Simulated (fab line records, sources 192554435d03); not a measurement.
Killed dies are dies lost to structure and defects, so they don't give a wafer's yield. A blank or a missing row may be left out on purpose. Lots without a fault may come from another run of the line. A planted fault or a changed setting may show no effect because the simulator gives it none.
One fault seen from 3 desks | flow n5_finfet | each desk has only its own numbers; what lay behind them comes last

THE DEFECT DESK
What the inspections along the route counted, lot by lot: means of the sampled wafers that have a number. A lot is out of limits, marked OUT, if its mean lies more than 4 standard deviations from the usual mean; the brackets give that distance.
Columns: A = raw_defect_count at N5_BEOL_M6_INSPECT_30, usual 423
lot  | first seen here | A
L541 | day 8 18:04     | 349
L542 | day 8 18:07     | 442
L544 | day 8 22:05     | 428
L543 | day 8 22:08     | 412
L547 | day 9 16:41     | 346
L555 | day 12 06:14    | 656
L560 | day 13 02:39    | 373
L562 | day 14 08:04    | 466
L563 | day 14 22:02    | 345
L564 | day 14 22:14    | 358
This desk's finding: nothing out of limits on any of the 10 lots.

THE TOOL OWNER'S DESK: pecvd-02
The tool's own readings at N5_BEOL_M7_ILD_DEP_00 (deposits SiCOH lowk from DEMS/porogen, target thk 179.75 nm, time 33.4 s): means of the sampled wafers that have a number, for each lot that ran on this tool. A lot is out of limits, marked OUT, if its mean lies more than 4 standard deviations from the usual mean; the brackets give that distance.
Columns: A = heater_power_w at N5_BEOL_M7_ILD_DEP_00, usual 310 W; B = showerhead_plenum_p_Torr at N5_BEOL_M7_ILD_DEP_00, usual 5.739 Torr; C = throttle_valve_pct at N5_BEOL_M7_ILD_DEP_00, usual 14.0 %
lot  | first seen here | A   | B     | C
L542 | day 8 21:55     | 299 | 5.741 | 13.7
L541 | day 8 22:11     | 310 | 5.765 | 13.9
L544 | day 9 00:51     | 256 | 5.755 | 13.4
L543 | day 9 01:17     | 279 | 5.745 | 13.4
L547 | day 9 20:11     | 312 | 5.756 | 13.7
L564 | day 15 03:22    | 307 | 5.758 | 14.0
This desk's finding: nothing out of limits on any of the 6 lots.

THE METROLOGY DESK
What the gauges read, lot by lot, whatever tool the lot ran on: means of the sampled wafers that have a number. A lot is out of limits, marked OUT, if its mean lies more than 4 standard deviations from the usual mean; the brackets give that distance.
Columns: A = M7_ILD_THK at N5_BEOL_M7_THK_MEAS_01, usual 154.6 nm
lot  | first seen here | A
L542 | day 8 22:29     | 153.5
L541 | day 8 23:14     | 151.9
L544 | day 9 01:26     | 160.8
L543 | day 9 01:52     | 163.3 (+4.6) OUT
L547 | day 9 20:46     | 160.6
L555 | day 12 10:41    | 154.7
L560 | day 13 06:48    | 154.6
L562 | day 14 12:29    | 153.7
L563 | day 15 03:24    | 155.1
L564 | day 15 03:56    | 155.9
This desk's finding: out of limits on L543; first on L543, day 9 01:52 (M7_ILD_THK at N5_BEOL_M7_THK_MEAS_01). In limits: L542, L541, L544, L547, L555, L560, L562, L563, L564.

PUT TOGETHER
The metrology desk could have raised an alarm at day 9 01:52, on L543.
The defect desk saw nothing out of limits.
The tool owner's desk saw nothing out of limits.
The defect desk has L543 on record, within its limits.
The tool owner's desk has L543 on record, within its limits.
Of the lots named, all ran N5_BEOL_M7_ILD_DEP_00 on pecvd-02.

WHAT THE SIMULATOR HAD PUT IN
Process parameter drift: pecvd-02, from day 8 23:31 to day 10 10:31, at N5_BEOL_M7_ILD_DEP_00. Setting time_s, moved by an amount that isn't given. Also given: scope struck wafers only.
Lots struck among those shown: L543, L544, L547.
Hours from the fault's start to each desk's first reading out of limits: the metrology desk, 2.
